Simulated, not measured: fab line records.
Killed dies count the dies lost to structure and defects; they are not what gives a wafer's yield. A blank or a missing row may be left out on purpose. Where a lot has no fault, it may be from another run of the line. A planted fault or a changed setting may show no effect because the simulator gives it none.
Chamber matching + flow nand harc + NHARC_A_SLIT_DEP_25 on pecvd-03: 3 sister chambers
The step deposits SiO2, target thk 200 nm. 18 wafers are shown with their chamber, then 9 later ones without.

== WAFERS, EACH WITH ITS CHAMBER ==
| wafer  | chamber | heater power w (W) | throttle valve pct (%) | flow sccm (sccm) |
|--------|---------|--------------------|------------------------|------------------|
| L074.2 | 1       | 669                | 16.0                   | 2660             |
| L074.5 | 2       | 464                | 16.7                   | 2661             |
| L074.6 | 1       | 522                | 16.0                   | 2668             |
| L078.1 | 1       | 636                | 16.1                   | 2656             |
| L078.4 | 2       | 444                | 16.2                   | 2657             |
| L078.5 | 1       | 668                | 15.9                   | 2654             |
| L079.2 | 1       | 677                | 16.1                   | 2640             |
| L079.5 | 1       | 512                | 16.2                   | 2655             |
| L079.6 | 2       | 469                | 16.4                   | 2649             |
| L082.1 | 1       | 639                | 16.1                   | 2655             |
| L082.4 | 0       | 557                | 16.5                   | 2643             |
| L082.6 | 2       | 472                | 15.9                   | 2646             |
| L086.1 | 2       | 498                | 15.9                   | 2633             |
| L086.3 | 0       | 657                | 16.2                   | 2650             |
| L086.4 | 1       | 674                | 16.2                   | 2643             |
| L087.2 | 0       | 633                | 16.5                   | 2648             |
| L087.4 | 1       | 593                | 15.9                   | 2652             |
| L087.6 | 2       | 483                | 16.2                   | 2657             |

SIGNATURES, as means of the wafers listed above
| reading            | chamber 0 | chamber 1 | chamber 2 | scatter within a chamber |
|--------------------|-----------|-----------|-----------|--------------------------|
| heater power w     | 615.67    | 621.11    | 471.67    | 52                       |
| throttle valve pct | 16.400    | 16.056    | 16.217    | 0.205                    |
| flow sccm          | 2647.00   | 2653.67   | 2650.50   | 8.59                     |
Rule: a wafer's distance from a chamber is the root of the sum, over the readings, of the square of ((its reading less the chamber's mean) divided by the reading's scatter). If the next closest chamber is less than 2 further off than the closest, the wafer can't be placed; otherwise it belongs to the closest. How the scatter is found: for the shown wafers, subtract from each reading the mean of its chamber, square and add these, divide the total by (wafers less chambers), then take the root.

== WAFERS MISSING THEIR CHAMBER ==
| wafer  | heater power w (W) | throttle valve pct (%) | flow sccm (sccm) |
|--------|--------------------|------------------------|------------------|
| L090.1 | 634                | 16.6                   | 2656             |
| L090.4 | 640                | 16.0                   | 2650             |
| L090.5 | 647                | 16.6                   | 2649             |
| L091.1 | 456                | 16.0                   | 2658             |
| L091.4 | 510                | 16.6                   | 2655             |
| L091.5 | 621                | 15.7                   | 2650             |
| L097.3 | 559                | 16.4                   | 2642             |
| L097.4 | 671                | 15.8                   | 2638             |
| L097.6 | 426                | 16.1                   | 2661             |

== CHAMBER TAKEN BY EACH ==
| wafer  | from the rows above          | in truth |
|--------|------------------------------|----------|
| L090.1 | can't be placed: 0 or 1      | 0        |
| L090.4 | can't be placed: 1 or 0      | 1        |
| L090.5 | can't be placed: 0 or 1      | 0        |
| L091.1 | can't be placed: 2 or 1      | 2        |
| L091.4 | can't be placed: 2 or 0 or 1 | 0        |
| L091.5 | can't be placed: 1 or 0      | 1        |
| L097.3 | can't be placed: 0 or 2 or 1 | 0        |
| L097.4 | can't be placed: 1 or 0      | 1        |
| L097.6 | 2                            | 2        |
Correctly placed: 1 of 9. Cannot be placed on the basis of these rows: 8; the candidates contain the true chamber in 8. Wrongly placed: 0.
